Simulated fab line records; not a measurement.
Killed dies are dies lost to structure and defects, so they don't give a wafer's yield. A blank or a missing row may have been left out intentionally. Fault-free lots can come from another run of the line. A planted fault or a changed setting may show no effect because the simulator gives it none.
Matching of chambers + flow n5 finfet + N5_BEOL_M3_ALD_84 on ald metal-03 has 4 sister chambers
The step deposits TaN, pulse time 2 s, purge time 3 s, co reactant purge time 2 s. 8 wafers are shown with their chamber, then 11 later ones without.

## WAFERS, EACH WITH ITS CHAMBER
| wafer  | chamber | heater power w (W) |
|--------|---------|--------------------|
| L083.3 | 0       | 492                |
| L085.3 | 3       | 455                |
| L085.6 | 3       | 451                |
| L087.5 | 2       | 403                |
| L088.1 | 0       | 501                |
| L088.3 | 1       | 393                |
| L088.5 | 1       | 397                |
| L089.3 | 2       | 417                |

## WAFERS MISSING THEIR CHAMBER
| wafer  | heater power w (W) |
|--------|--------------------|
| L089.5 | 497                |
| L089.6 | 394                |
| L094.1 | 473                |
| L094.2 | 408                |
| L094.3 | 394                |
| L094.4 | 514                |
| L094.5 | 500                |
| L094.6 | 456                |
| L095.1 | 397                |
| L095.2 | 452                |
| L095.5 | 402                |

## WHICH CHAMBER EACH WENT THROUGH
| wafer  | from the rows above     | in truth |
|--------|-------------------------|----------|
| L089.5 | 0                       | 0        |
| L089.6 | 1                       | 1        |
| L094.1 | can't be placed: 3 or 0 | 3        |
| L094.2 | can't be placed: 2 or 1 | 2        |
| L094.3 | 1                       | 1        |
| L094.4 | 0                       | 0        |
| L094.5 | 0                       | 0        |
| L094.6 | 3                       | 3        |
| L095.1 | can't be placed: 1 or 2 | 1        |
| L095.2 | 3                       | 3        |
| L095.5 | can't be placed: 1 or 2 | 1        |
Placed correctly: 7 of 11. Unplaceable from these rows: 4, with the true chamber sitting among the candidates in 4. Wrongly placed: 0.
How it was worked out, from the rows above alone: a wafer's distance from a chamber is the root of the sum, over the readings, of the square of ((its reading less the chamber's mean) divided by the reading's scatter). The wafer belongs to the nearest chamber; if the next one is less than 2 further off, it can't be placed. A chamber's mean is the mean of its shown wafers. The scatter is the square root of a quotient: the sum, over the shown wafers, of each reading's squared deviation from its chamber's mean, divided by wafers minus chambers.
